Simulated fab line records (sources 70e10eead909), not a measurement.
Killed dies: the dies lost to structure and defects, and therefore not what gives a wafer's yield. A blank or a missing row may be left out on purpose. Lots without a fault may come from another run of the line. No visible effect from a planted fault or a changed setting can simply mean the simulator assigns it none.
fab line records ; flow nand-harc ; part 1 of 2: steps 1 to 4 of 6
record: lots: 23; wafers: 69; last-day: 34
route steps=1302 shown A_CHANNEL_HOLE_D1@470 A_CHANNEL_FILL_D1@507 A_CHANNEL_HOLE_D2@589 A_CHANNEL_FILL_D2@628 A_STAIRCASE@650
lots that met no fault: from a run of the same line without faults
start-h: hours from the record's opening day to when the first of the lot's shown wafers began ; wait-h: hours since the lot's step before ; " identical to the entry in the row above ; L1.1+2: a row that stands for several wafers ; - no value, or no start given ; * or withheld: withheld ; < > ~ a bound
route shown NAME@n: names a module that has steps shown in the file, with the first one's number in the route ; usual: mean/standard deviation taken from wafers without a fault ; same: alike in all rows ; chamber/n: place in a boat ; sites: per-site readings ; _std_site: standard deviation of those values ; _edge_site: the outer-site mean with the inner-site mean subtracted ; radius-mm: for every site, how far away it sits from the centre of the wafer ; mask NAME#n: copy n ; behind: tool/chamber where the wafer was last shaped ; hold: why the lot went on hold/how many hours it stayed there/how the hold came to an end ; device: transistor that didn't switch, given as n, p or np ; end of line: the same wafers' tests at the end of the route ; step lacking rows: just its recipe ; killed: dies lost to structure and defects at the first sort, not the wafer's yield ; map: a wafer's dies, x killed, . not, _ none there
set.NAME: the run value of the setting; set.NAME@STEP: its run value at that earlier step ; model.NAME: the simulator's own value behind a step, which no gauge read
a sample of lots followed through the steps of the route, with each step as a table and each wafer as a row
services: a tool's chamber out of use, with start hour (start-h, from the record's first day; less than 0 if before it), hours out, and reason
== steps ==
step: NHARC_A_CHANNEL_HOLE_D1_CD_MEAS_18
usual: cd-nm: 99.3/2
lot.wafer;tool;chamber;start-h;wait-h;cd-nm
L074.2;cd-sem-02;-;180.23;-;99.8
L074.3;cd-sem-02;-;180.23;-;99.0
L074.4;cd-sem-02;-;180.23;-;99.7
L075.1;cd-sem-01;-;188.00;-;101.0
L075.2;cd-sem-01;-;188.00;-;99.5
L075.5;cd-sem-01;-;188.00;-;97.3
L076.2;cd-sem-01;-;208.48;-;98.8
L076.3;cd-sem-01;-;208.48;-;98.7
L076.5;cd-sem-01;-;208.48;-;102.6
L077.3;cd-sem-03;-;209.12;-;103.1
L077.4;cd-sem-03;-;209.12;-;103.1
L077.5;cd-sem-03;-;209.12;-;100.3
L079.1;cd-sem-01;-;222.30;-;96.2
L079.2;cd-sem-01;-;222.30;-;97.0
L079.4;cd-sem-01;-;222.30;-;100.7
L078.4;cd-sem-01;-;228.93;-;100.7
L078.5;cd-sem-01;-;228.93;-;102.6
L078.6;cd-sem-01;-;228.93;-;100.8
L081.1;cd-sem-03;-;240.44;-;101.5
L081.2;cd-sem-03;-;240.44;-;100.2
L081.5;cd-sem-03;-;240.44;-;100.7
L080.3;cd-sem-01;-;241.63;-;99.3
L080.4;cd-sem-01;-;241.63;-;100.2
L080.6;cd-sem-01;-;241.63;-;100.5
L082.2;cd-sem-02;-;261.89;-;101.7
L082.3;cd-sem-02;-;261.89;-;101.1
L082.4;cd-sem-02;-;261.89;-;99.7
L083.2;cd-sem-03;-;269.87;-;98.4
L083.3;cd-sem-03;-;269.87;-;97.7
L083.6;cd-sem-03;-;269.87;-;99.5
L084.1;cd-sem-01;-;285.36;-;100.7
L084.3;cd-sem-01;-;285.36;-;100.3
L084.6;cd-sem-01;-;285.36;-;100.1
L085.1;cd-sem-01;-;289.09;-;103.2
L085.3;cd-sem-01;-;289.09;-;102.4
L085.6;cd-sem-01;-;289.09;-;97.8
L087.2;cd-sem-01;-;305.62;-;96.8
L087.3;cd-sem-01;-;305.62;-;99.9
L087.4;cd-sem-01;-;305.62;-;96.4
L088.2;cd-sem-03;-;324.68;-;98.1
L088.3;cd-sem-03;-;324.68;-;100.1
L088.5;cd-sem-03;-;324.68;-;97.5
L089.2;cd-sem-01;-;325.80;-;98.8
L089.4;cd-sem-01;-;325.80;-;101.6
L089.5;cd-sem-01;-;325.80;-;101.9
L090.1;cd-sem-01;-;343.29;-;99.2
L090.4;cd-sem-01;-;343.29;-;99.9
L090.5;cd-sem-01;-;343.29;-;96.8
L092.1;cd-sem-02;-;352.12;-;96.4
L092.3;cd-sem-02;-;352.12;-;99.0
L092.5;cd-sem-02;-;352.12;-;99.4
L091.1;cd-sem-01;-;353.06;-;100.3
L091.3;cd-sem-01;-;353.06;-;97.1
L091.5;cd-sem-01;-;353.06;-;97.3
L093.3;cd-sem-02;-;365.85;-;99.5
L093.4;cd-sem-02;-;365.85;-;97.2
L093.5;cd-sem-02;-;365.85;-;97.9
L095.4;cd-sem-02;-;387.22;-;100.2
L095.5;cd-sem-02;-;387.22;-;101.2
L095.6;cd-sem-02;-;387.22;-;99.8
L094.2;cd-sem-01;-;387.70;-;98.6
L094.3;cd-sem-01;-;387.70;-;102.0
L094.4;cd-sem-01;-;387.70;-;96.8
L096.1;cd-sem-01;-;397.20;-;94.2
L096.3;cd-sem-01;-;397.20;-;97.8
L096.6;cd-sem-01;-;397.20;-;98.0
L097.3;cd-sem-02;-;417.76;-;99.6
L097.4;cd-sem-02;-;417.76;-;96.8
L097.5;cd-sem-02;-;417.76;-;95.5
step: NHARC_A_CHANNEL_HOLE_D1_STRIP_27
recipe: o2-flow-sccm: 500; ar-flow-sccm: 0; bias-w: 0; chemistry: O2
usual: drypump-motor-current-A: 5.8/0.47; o2-flow-sccm: 500.1/1.6; oes-product-au: 1.001/0.0093; rf-vpp-V: 57.8/0.85; showerhead-plenum-p-Torr: 3.49/0.15; throttle-valve-pct: 17.037/0.0087
lot.wafer;tool;chamber;start-h;wait-h;drypump-motor-current-A;o2-flow-sccm;oes-product-au;rf-hours-counter-h;rf-vpp-V;showerhead-plenum-p-Torr;throttle-valve-pct
L074.2;rie-diel-07;0;-;-;6.0;498.9;0.999;5;59.3;3.41;17.025
L074.4;rie-diel-07;1;-;-;5.3;500.8;1.001;5;57.3;3.40;17.033
L074.3;rie-diel-07;2;-;-;5.6;501.9;0.986;5;56.5;3.43;17.041
L075.1;rie-diel-07;2;-;-;5.6;501.7;0.981;6;57.2;3.43;17.035
L075.2;rie-diel-07;1;-;-;5.3;501.9;1.008;6;57.2;3.40;17.047
L075.5;rie-diel-07;2;-;-;5.6;500.2;0.995;-;56.8;3.43;17.020
L076.2;rie-diel-07;2;-;-;5.6;499.3;0.986;7;57.4;3.43;17.029
L076.3;rie-diel-07;3;-;-;6.5;499.8;1.002;7;57.6;3.76;17.022
L076.5;rie-diel-07;2;-;-;5.6;501.6;1.000;-;58.5;3.43;17.033
L077.4;rie-diel-07;2;-;-;5.6;502.5;0.991;7;56.9;3.43;17.041
L077.3;rie-diel-07;3;-;-;6.5;500.8;0.999;8;58.7;3.76;17.037
L077.5;rie-diel-07;1;-;-;5.3;499.8;1.011;-;58.5;3.40;17.032
L079.2;rie-diel-07;3;-;-;6.5;501.7;1.003;9;57.6;3.76;17.043
L079.1;rie-diel-07;0;-;-;6.0;500.0;0.992;9;58.0;3.41;17.036
L079.4;rie-diel-07;1;-;-;5.4;500.9;1.007;9;57.1;3.40;17.031
L078.4;rie-diel-07;0;-;-;6.0;500.3;1.004;10;57.4;3.41;17.035
L078.6;rie-diel-07;2;-;-;5.6;499.3;0.987;-;57.9;3.42;17.039
L078.5;rie-diel-07;3;-;-;6.5;499.8;0.996;-;59.1;3.76;17.033
L081.1;rie-diel-07;3;-;-;6.6;496.8;0.990;11;59.5;3.76;17.037
L081.2;rie-diel-07;0;-;-;6.0;498.8;0.993;11;58.3;3.41;17.039
L081.5;rie-diel-07;1;-;-;5.4;501.5;0.992;-;57.5;3.40;17.048
L080.3;rie-diel-07;0;-;-;6.0;500.3;0.989;12;57.4;3.41;17.043
L080.4;rie-diel-07;2;-;-;5.6;498.9;0.988;11;56.5;3.42;17.046
L080.6;rie-diel-07;0;-;-;6.0;500.3;0.999;-;56.5;3.41;17.034
L082.2;rie-diel-07;1;-;-;5.3;502.1;0.994;13;56.9;3.40;17.056
L082.3;rie-diel-07;2;-;-;5.6;500.3;0.999;13;58.0;3.42;17.035
L082.4;rie-diel-07;0;-;-;6.0;497.1;0.987;14;57.4;3.40;17.030
L083.2;rie-diel-07;3;-;-;6.5;498.2;1.007;14;59.4;3.76;17.025
L083.3;rie-diel-07;2;-;-;5.5;501.1;1.000;14;58.1;3.42;17.035
L083.6;rie-diel-07;3;-;-;6.5;496.7;0.988;-;57.6;3.76;17.041
L084.3;rie-diel-13;2;-;-;5.3;502.9;1.007;37;57.0;3.38;17.058
L084.1;rie-diel-13;3;-;-;5.4;502.5;1.009;38;58.7;3.67;17.032
L084.6;rie-diel-13;3;-;-;5.4;498.9;1.005;-;57.5;3.67;17.035
L085.1;rie-diel-02;1;294.41;-;5.0;501.1;1.002;21;57.6;3.29;17.029
L085.3;rie-diel-02;3;294.41;-;5.9;499.8;0.988;26;56.9;3.44;17.034
L085.6;rie-diel-02;1;294.41;-;5.0;500.8;1.006;-;59.0;3.29;17.044
L087.3;rie-diel-07;1;-;-;5.3;500.4;1.024;1;59.5;3.39;17.030
L087.2;rie-diel-07;2;-;-;5.6;502.9;0.997;1;58.0;3.42;17.030
L087.4;rie-diel-07;1;-;-;5.3;499.3;1.005;-;57.4;3.39;17.025
L088.2;rie-diel-07;0;-;-;6.0;501.0;0.987;2;57.5;3.40;17.023
L088.3;rie-diel-07;3;-;-;6.5;500.8;1.017;3;57.2;3.76;17.035
L088.5;rie-diel-07;1;-;-;5.3;501.1;1.013;-;57.9;3.39;17.016
L089.4;rie-diel-07;2;-;-;5.6;500.2;1.005;4;56.1;3.42;17.052
L089.2;rie-diel-07;3;-;-;6.5;499.2;1.025;3;57.4;3.76;17.034
L089.5;rie-diel-07;1;-;-;5.3;502.8;1.018;-;56.9;3.39;17.030
L090.4;rie-diel-07;1;-;-;5.4;500.7;1.007;6;58.3;3.39;17.039
L090.1;rie-diel-07;0;-;-;6.0;500.9;0.994;5;56.7;3.40;17.035
L090.5;rie-diel-07;2;-;-;5.6;496.9;1.015;-;57.6;3.42;17.041
L091.1;rie-diel-02;3;-;-;5.9;500.1;1.003;46;57.1;3.43;17.029
L091.3;rie-diel-02;0;-;-;5.8;499.5;1.008;44;59.3;3.78;17.028
L091.5;rie-diel-02;2;-;-;6.6;501.3;1.011;-;58.2;3.48;17.031
L092.3;rie-diel-13;2;-;-;5.3;499.5;1.016;2;57.2;3.37;17.036
L092.1;rie-diel-13;0;-;-;6.3;499.6;1.001;2;58.6;3.51;17.049
L092.5;rie-diel-13;2;-;-;5.2;502.4;1.007;-;58.1;3.37;17.039
L093.4;rie-diel-07;2;-;-;5.6;503.2;0.994;8;58.0;3.42;17.038
L093.3;rie-diel-07;0;-;-;6.0;500.3;0.985;6;57.1;3.40;17.032
L093.5;rie-diel-07;2;-;-;5.6;499.4;0.996;-;56.5;3.42;17.028
L095.4;rie-diel-07;3;-;-;6.5;501.5;1.017;8;57.6;3.75;17.037
L095.5;rie-diel-07;0;-;-;6.0;501.7;0.998;-;57.2;3.40;17.033
L095.6;rie-diel-07;1;-;-;5.3;500.3;1.016;-;56.9;3.39;17.039
L094.3;rie-diel-07;1;-;-;5.3;498.1;1.013;9;58.5;3.39;17.043
L094.2;rie-diel-07;2;-;-;5.6;499.3;1.001;10;58.1;3.42;17.036
L094.4;rie-diel-07;0;-;-;6.0;498.6;0.998;7;58.0;3.40;17.049
L096.3;rie-diel-07;3;-;-;6.5;497.9;1.006;9;58.8;3.75;17.031
L096.1;rie-diel-07;1;-;-;5.3;500.7;0.997;9;57.3;3.39;17.042
L096.6;rie-diel-07;3;-;-;6.5;500.3;1.009;-;59.4;3.75;17.052
L097.4;rie-diel-07;1;-;-;5.3;499.5;0.993;11;58.7;3.39;17.033
L097.3;rie-diel-07;2;-;-;5.6;499.0;0.997;12;58.2;3.42;17.054
L097.5;rie-diel-07;3;-;-;6.5;500.1;1.011;-;58.8;3.75;17.044
step: NHARC_A_CHANNEL_FILL_D1_ALD_25
recipe: target-thk-a: 600; pulse-time-s: 10; ald-cycles: 600; temp-c: 300; material: SiOx
usual: heater-power-w: 468/50; precursor-pulse-height-rel: 0.997/0.019
same: pulse-time-s: 10
lot.wafer;tool;chamber;start-h;wait-h;heater-power-w;precursor-pulse-height-rel
L074.4;ald-hk-03;0;222.34;0.0;455;0.997
L074.2;ald-hk-03;2;224.80;2.5;529;0.971
L074.3;ald-hk-03;3;226.03;3.7;454;1.020
L075.1;ald-hk-01;0;235.54;1.3;469;0.997
L075.2;ald-hk-01;1;235.54;1.3;550;1.007
L075.5;ald-hk-01;2;235.54;1.3;366;0.972
L077.3;ald-hk-03;2;254.25;0.1;541;0.992
L077.4;ald-hk-03;1;256.09;1.9;426;1.010
L077.5;ald-hk-03;2;256.09;1.9;540;0.995
L076.3;ald-hk-01;0;254.25;0.1;462;0.985
L076.2;ald-hk-01;2;255.46;1.3;366;1.022
L076.5;ald-hk-01;0;256.67;2.5;462;0.985
L079.1;ald-hk-03;0;267.98;0.7;457;1.006
L079.4;ald-hk-03;1;267.98;0.7;413;0.974
L079.2;ald-hk-03;2;267.98;0.7;544;1.014
L078.4;ald-hk-03;0;274.37;1.9;460;1.011
L078.5;ald-hk-03;1;274.37;1.9;425;0.970
L078.6;ald-hk-03;2;274.37;1.9;550;1.025
L080.4;ald-hk-02;2;285.06;0.1;520;0.985
L080.3;ald-hk-02;0;286.28;1.3;421;0.988
L080.6;ald-hk-02;2;287.50;2.5;532;1.001
L081.2;ald-hk-03;0;285.65;0.7;467;0.996
L081.1;ald-hk-03;1;285.65;0.7;416;0.990
L081.5;ald-hk-03;3;287.51;2.5;461;0.970
L082.4;ald-hk-02;3;304.78;0.7;435;0.978
L082.2;ald-hk-02;0;304.78;0.7;443;0.998
L082.3;ald-hk-02;1;304.78;0.7;430;0.992
L083.3;ald-hk-01;1;315.82;0.1;550;0.992
L083.2;ald-hk-01;0;317.68;1.9;463;0.994
L083.6;ald-hk-01;2;318.93;3.2;382;1.005
L084.3;ald-hk-01;0;328.35;0.1;473;0.984
L084.1;ald-hk-01;1;328.35;0.1;527;1.010
L084.6;ald-hk-01;0;330.85;2.6;469;0.991
L085.3;ald-hk-03;1;336.41;0.1;430;0.974
L085.1;ald-hk-03;0;338.25;1.9;449;1.019
L085.6;ald-hk-03;1;338.25;1.9;416;1.014
L087.3;ald-hk-02;2;345.16;0.0;538;0.951
L087.4;ald-hk-02;3;345.16;0.0;442;1.026
L087.2;ald-hk-02;1;347.04;1.9;449;1.003
L088.3;ald-hk-02;1;367.79;0.0;431;0.967
L088.2;ald-hk-02;3;369.03;1.3;446;1.024
L088.5;ald-hk-02;2;370.88;3.1;514;1.016
L089.4;ald-hk-01;2;370.85;0.1;379;0.977
L089.2;ald-hk-01;3;370.85;0.1;506;1.018
L089.5;ald-hk-01;3;373.90;3.1;509;0.970
L090.4;ald-hk-02;1;396.18;0.0;424;0.991
L090.1;ald-hk-02;2;396.18;0.0;515;0.966
L090.5;ald-hk-02;1;398.61;2.5;437;0.996
L091.1;ald-hk-01;3;396.93;0.8;509;0.984
L091.3;ald-hk-01;0;396.93;0.8;462;0.984
L091.5;ald-hk-01;3;399.44;3.3;500;1.003
L092.1;ald-hk-02;3;401.04;4.9;455;0.967
L092.3;ald-hk-02;0;401.04;4.9;466;0.983
L092.5;ald-hk-02;1;401.04;4.9;431;0.973
L093.3;ald-hk-03;0;410.17;0.1;443;1.017
L093.4;ald-hk-03;2;411.41;1.3;508;1.008
L093.5;ald-hk-03;0;412.65;2.5;434;1.008
L095.4;ald-hk-01;3;432.33;0.7;510;0.971
L095.5;ald-hk-01;2;434.17;2.5;383;0.985
L095.6;ald-hk-01;3;434.17;2.5;509;1.017
L094.2;ald-hk-01;2;437.78;0.1;397;1.015
L094.4;ald-hk-01;3;437.78;0.1;505;1.022
L094.3;ald-hk-01;0;437.78;0.1;480;1.005
L096.3;ald-hk-03;2;443.83;0.1;507;1.009
L096.1;ald-hk-03;0;445.05;1.3;435;0.976
L096.6;ald-hk-03;2;446.27;2.5;499;0.995
L097.3;ald-hk-02;1;462.74;0.7;426;1.006
L097.4;ald-hk-02;3;463.96;1.9;445;1.028
L097.5;ald-hk-02;1;465.19;3.1;426;1.012
step: NHARC_A_CHANNEL_HOLE_D2_ETCH_16
recipe: target-depth-a: 31000; over-etch-frac: 0.3; time-s: 806; ion-energy-ev: 150; o2-flow-sccm: 400; cos-flow-sccm: 20; ar-flow-sccm: 0; rf-w: 500; bias-w: 300; chemistry: O2/COS
usual: drypump-motor-current-A: 5.7/0.42; o2-flow-sccm: 400.0/1.2; oes-product-au: 0.999/0.0091; rf-vpp-V: 314.6/1.9; showerhead-plenum-p-Torr: 3.15/0.13; throttle-valve-pct: 28.331/0.0085
lot.wafer;tool;chamber;start-h;wait-h;drypump-motor-current-A;o2-flow-sccm;oes-product-au;rf-hours-counter-h;rf-vpp-V;showerhead-plenum-p-Torr;throttle-valve-pct
L074.3;rie-diel-08;3;-;-;5.0;399.1;0.993;5.0;311.5;3.00;28.322
L074.2;rie-diel-08;0;-;-;5.8;401.3;0.989;6.2;316.8;3.25;28.319
L074.4;rie-diel-08;1;-;-;6.1;399.2;0.996;3.2;311.0;3.00;28.331
L075.2;rie-diel-08;1;-;-;6.1;400.9;1.005;3.7;312.8;3.00;28.325
L075.1;rie-diel-08;2;-;-;6.2;397.8;0.995;4.8;317.4;3.31;28.331
L075.5;rie-diel-08;0;-;-;5.8;400.4;1.001;-;316.8;3.25;28.325
L076.3;rie-diel-08;0;-;-;5.8;402.1;0.999;7.9;315.3;3.25;28.337
L076.2;rie-diel-08;1;-;-;6.1;400.4;1.003;4.4;311.1;3.00;28.350
L076.5;rie-diel-08;2;-;-;6.2;401.0;0.997;-;317.2;3.31;28.337
L077.3;rie-diel-10;0;-;-;6.0;400.7;1.004;2.7;317.2;3.35;28.340
L077.5;rie-diel-10;0;-;-;6.0;402.1;0.991;-;317.0;3.35;28.335
L077.4;rie-diel-10;3;-;-;5.6;400.4;1.014;-;313.4;3.05;28.329
L079.4;rie-diel-03;1;-;-;6.2;400.2;1.010;3.7;314.1;3.21;28.331
L079.1;rie-diel-03;3;-;-;6.1;399.0;1.005;2.9;311.8;2.95;28.337
L079.2;rie-diel-03;0;-;-;5.4;399.6;0.990;2.4;314.6;3.22;28.322
L078.4;rie-diel-08;1;-;-;6.1;400.0;1.006;5.3;313.3;3.00;28.341
L078.5;rie-diel-08;3;-;-;5.0;399.9;0.996;-;313.5;2.99;28.331
L078.6;rie-diel-08;0;-;-;5.7;400.3;0.991;-;315.1;3.25;28.333
L080.3;rie-diel-08;2;-;-;6.2;399.9;1.005;7.5;316.5;3.31;28.330
L080.4;rie-diel-08;3;-;-;5.0;398.3;0.985;8.8;312.9;2.99;28.328
L080.6;rie-diel-08;1;-;-;6.1;400.6;1.005;-;312.0;3.00;28.329
L081.2;rie-diel-10;0;-;-;6.0;401.6;1.000;4.0;317.8;3.35;28.339
L081.1;rie-diel-10;2;-;-;5.8;399.1;1.006;5.0;314.5;3.16;28.315
L081.5;rie-diel-10;0;-;-;6.0;399.7;0.990;-;316.4;3.35;28.333
L082.3;rie-diel-10;3;-;-;5.6;399.9;1.010;5.3;313.4;3.05;28.321
L082.2;rie-diel-10;0;-;-;6.0;400.2;0.999;4.8;316.2;3.35;28.340
L082.4;rie-diel-10;1;-;-;5.5;399.1;1.012;4.2;313.8;3.11;28.321
L083.2;rie-diel-08;2;-;-;6.2;399.0;0.999;0.4;316.1;3.31;28.321
L083.3;rie-diel-08;1;-;-;6.1;401.6;1.012;0.4;313.4;3.00;28.335
L083.6;rie-diel-08;3;-;-;5.0;404.0;0.988;-;313.9;2.99;28.348
L084.3;rie-diel-08;3;-;-;5.0;399.6;0.984;1.1;311.3;2.99;28.323
L084.1;rie-diel-08;0;-;-;5.8;399.7;0.994;1.0;316.3;3.25;28.332
L084.6;rie-diel-08;2;-;-;6.2;399.7;0.997;-;315.7;3.31;28.341
L085.3;rie-diel-08;3;-;-;5.0;397.9;0.981;1.8;312.8;2.99;28.345
L085.1;rie-diel-08;1;-;-;6.1;397.6;1.004;1.9;312.8;3.00;28.312
L085.6;rie-diel-08;1;-;-;6.1;398.3;1.006;-;312.3;3.00;28.324
L087.4;rie-diel-08;0;-;-;5.8;398.8;0.997;1.5;315.5;3.25;28.330
L087.2;rie-diel-08;1;-;-;6.1;398.9;1.009;3.3;313.5;3.00;28.336
L087.3;rie-diel-08;2;-;-;6.2;401.4;1.012;3.5;317.3;3.30;28.338
L088.2;rie-diel-10;2;-;-;5.8;396.9;1.011;1.1;315.7;3.15;28.327
L088.3;rie-diel-10;0;-;-;6.0;398.0;1.011;1.3;317.5;3.35;28.330
L088.5;rie-diel-10;1;-;-;5.5;401.5;1.005;-;312.7;3.10;28.332
L089.2;rie-diel-03;0;-;-;5.4;400.4;0.999;8.8;315.6;3.21;28.325
L089.4;rie-diel-03;2;-;-;5.0;400.4;0.991;11.2;316.0;3.19;28.325
L089.5;rie-diel-03;1;-;-;6.1;402.4;1.006;-;315.5;3.20;28.337
L090.1;rie-diel-08;3;-;-;5.0;398.7;0.988;5.0;311.9;2.99;28.338
L090.4;rie-diel-08;0;-;-;5.8;399.8;0.983;3.2;314.3;3.25;28.331
L090.5;rie-diel-08;3;-;-;5.0;398.6;0.991;-;314.0;2.99;28.335
L091.1;rie-diel-10;0;-;-;6.0;400.1;1.004;2.3;318.5;3.35;28.327
L091.3;rie-diel-10;3;-;-;5.6;400.4;1.007;2.1;313.3;3.05;28.320
L091.5;rie-diel-10;0;-;-;6.0;401.2;0.992;-;315.8;3.35;28.337
L092.3;rie-diel-10;3;-;-;5.6;399.9;1.005;3.1;313.5;3.05;28.336
L092.1;rie-diel-10;2;-;-;5.8;399.4;1.005;2.0;313.6;3.15;28.322
L092.5;rie-diel-10;3;-;-;5.6;398.5;1.000;-;312.6;3.05;28.329
L093.4;rie-diel-08;1;-;-;6.1;400.8;1.011;6.1;312.9;3.00;28.338
L093.3;rie-diel-08;2;-;-;6.2;398.7;0.999;6.8;316.7;3.30;28.326
L093.5;rie-diel-08;1;-;-;6.1;401.3;1.009;-;312.7;3.00;28.339
L094.3;rie-diel-08;3;-;-;5.0;400.8;0.988;7.3;312.6;2.99;28.334
L094.2;rie-diel-08;2;-;-;6.2;400.1;1.004;7.8;316.8;3.30;28.328
L094.4;rie-diel-08;0;-;-;5.7;401.9;0.995;-;316.8;3.25;28.331
L095.4;rie-diel-03;3;-;-;6.1;400.1;1.004;-;310.0;2.94;28.329
L095.5;rie-diel-03;0;-;-;5.4;398.3;0.980;-;315.8;3.21;28.341
L095.6;rie-diel-03;2;-;-;4.9;400.8;0.990;-;316.2;3.19;28.331
L096.1;rie-diel-10;3;-;-;5.6;399.4;0.995;4.9;314.4;3.05;28.327
L096.3;rie-diel-10;0;-;-;6.0;399.3;1.009;5.3;316.1;3.34;28.330
L096.6;rie-diel-10;3;-;-;5.6;398.0;0.993;-;312.6;3.05;28.335
L097.3;rie-diel-03;1;-;-;6.1;400.2;1.019;1.9;315.5;3.20;28.332
L097.4;rie-diel-03;3;-;-;6.1;399.1;0.989;2.2;308.7;2.94;28.343
L097.5;rie-diel-03;2;-;-;4.9;400.0;1.000;-;314.9;3.19;28.330
